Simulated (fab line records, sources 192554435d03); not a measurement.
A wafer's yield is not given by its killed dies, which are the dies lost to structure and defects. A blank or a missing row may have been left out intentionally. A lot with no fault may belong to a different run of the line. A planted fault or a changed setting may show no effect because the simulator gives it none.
Matching of chambers / flow n5-finfet / N5_STI_FIN_REVEAL_STRIP_24 on rie-diel-05 has 4 sister chambers
The step strips in N2/H2, time 90 s. 8 wafers are shown with their chamber, then 8 later ones without.

== WAFERS WITH THEIR CHAMBER ==
wafer=L080.4; chamber=2; throttle-valve-pct (%)=11.85; showerhead-plenum-p-Torr (Torr)=3.30
wafer=L081.3; chamber=2; throttle-valve-pct (%)=11.88; showerhead-plenum-p-Torr (Torr)=3.30
wafer=L081.4; chamber=1; throttle-valve-pct (%)=12.58; showerhead-plenum-p-Torr (Torr)=3.34
wafer=L081.6; chamber=3; throttle-valve-pct (%)=12.59; showerhead-plenum-p-Torr (Torr)=3.50
wafer=L084.1; chamber=0; throttle-valve-pct (%)=11.91; showerhead-plenum-p-Torr (Torr)=3.30
wafer=L084.5; chamber=0; throttle-valve-pct (%)=11.93; showerhead-plenum-p-Torr (Torr)=3.30
wafer=L084.6; chamber=3; throttle-valve-pct (%)=12.61; showerhead-plenum-p-Torr (Torr)=3.50
wafer=L086.1; chamber=1; throttle-valve-pct (%)=12.61; showerhead-plenum-p-Torr (Torr)=3.33

== WAFERS MISSING THEIR CHAMBER ==
wafer=L086.5; throttle-valve-pct (%)=12.59; showerhead-plenum-p-Torr (Torr)=3.33
wafer=L086.6; throttle-valve-pct (%)=11.89; showerhead-plenum-p-Torr (Torr)=3.30
wafer=L088.1; throttle-valve-pct (%)=11.95; showerhead-plenum-p-Torr (Torr)=3.30
wafer=L088.3; throttle-valve-pct (%)=12.64; showerhead-plenum-p-Torr (Torr)=3.49
wafer=L088.5; throttle-valve-pct (%)=12.62; showerhead-plenum-p-Torr (Torr)=3.49
wafer=L091.2; throttle-valve-pct (%)=12.63; showerhead-plenum-p-Torr (Torr)=3.49
wafer=L091.3; throttle-valve-pct (%)=11.94; showerhead-plenum-p-Torr (Torr)=3.30
wafer=L091.5; throttle-valve-pct (%)=12.63; showerhead-plenum-p-Torr (Torr)=3.49

== WHICH CHAMBER EACH ONE RAN IN ==
wafer=L086.5; from the rows above=1; in truth=1
wafer=L086.6; from the rows above=can't be placed: 2 or 0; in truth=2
wafer=L088.1; from the rows above=0; in truth=0
wafer=L088.3; from the rows above=3; in truth=3
wafer=L088.5; from the rows above=3; in truth=3
wafer=L091.2; from the rows above=3; in truth=3
wafer=L091.3; from the rows above=0; in truth=0
wafer=L091.5; from the rows above=3; in truth=3
Placed correctly: 7 of 8. From these rows, 1 cannot be placed; in 1 the true chamber is one of the candidates. Wrongly placed: 0.
How it was worked out, from the rows above alone: a wafer's distance from a chamber is the root of the sum, over the readings, of the square of ((its reading less the chamber's mean) divided by the reading's scatter). The wafer belongs to the nearest chamber; if the next one is less than 2 further off, it can't be placed. Each chamber's mean is taken over the wafers shown for it. The scatter: the root of (the sum of the squares of (reading less its chamber's mean) over the shown wafers, divided by (wafers less chambers)).
